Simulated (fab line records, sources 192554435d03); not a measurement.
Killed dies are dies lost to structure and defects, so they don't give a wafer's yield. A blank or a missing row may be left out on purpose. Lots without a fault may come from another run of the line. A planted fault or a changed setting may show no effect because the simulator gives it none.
Chamber matching | flow n5_finfet | N5_FIN_SAQP_MANDREL1_REMOVE_56 on rie_si-04: 4 sister chambers
The step chemistry HBr/Cl2/O2, target a-Si, stops on SiNx, bt time 10 s. 8 wafers are shown with their chamber, then 9 later ones without.

WAFERS WITH THEIR CHAMBER
wafer  | chamber | throttle_valve_pct (%) | drypump_motor_current_A (A)
L085.3 | 2       | 36.61                  | 5.30
L085.5 | 2       | 36.61                  | 5.29
L087.1 | 1       | 36.95                  | 5.28
L090.1 | 0       | 36.48                  | 5.16
L090.6 | 3       | 36.97                  | 5.52
L091.1 | 1       | 36.96                  | 5.30
L091.3 | 3       | 36.97                  | 5.51
L091.5 | 0       | 36.48                  | 5.17

WAFERS WITHOUT THEIR CHAMBER
wafer  | throttle_valve_pct (%) | drypump_motor_current_A (A)
L093.1 | 36.47                  | 5.15
L093.4 | 36.62                  | 5.29
L093.5 | 36.94                  | 5.28
L094.1 | 36.61                  | 5.27
L094.5 | 36.97                  | 5.53
L094.6 | 36.62                  | 5.27
L097.1 | 36.99                  | 5.52
L097.3 | 36.62                  | 5.28
L097.5 | 36.97                  | 5.49

WHICH CHAMBER EACH WENT THROUGH
wafer  | from the rows above | in truth
L093.1 | 0                   | 0
L093.4 | 2                   | 2
L093.5 | 1                   | 1
L094.1 | 2                   | 2
L094.5 | 3                   | 3
L094.6 | 2                   | 2
L097.1 | 3                   | 3
L097.3 | 2                   | 2
L097.5 | 3                   | 3
Placed correctly: 9 of 9. Can't be placed from these rows: 0. Placed wrongly: 0.
How it was worked out, from the rows above alone: a wafer's distance from a chamber is the root of the sum, over the readings, of the square of ((its reading less the chamber's mean) divided by the reading's scatter). The wafer belongs to the nearest chamber; if the next one is less than 2 further off, it can't be placed. A chamber's mean is the mean of its shown wafers. The scatter: the root of (the sum of the squares of (reading less its chamber's mean) over the shown wafers, divided by (wafers less chambers)).
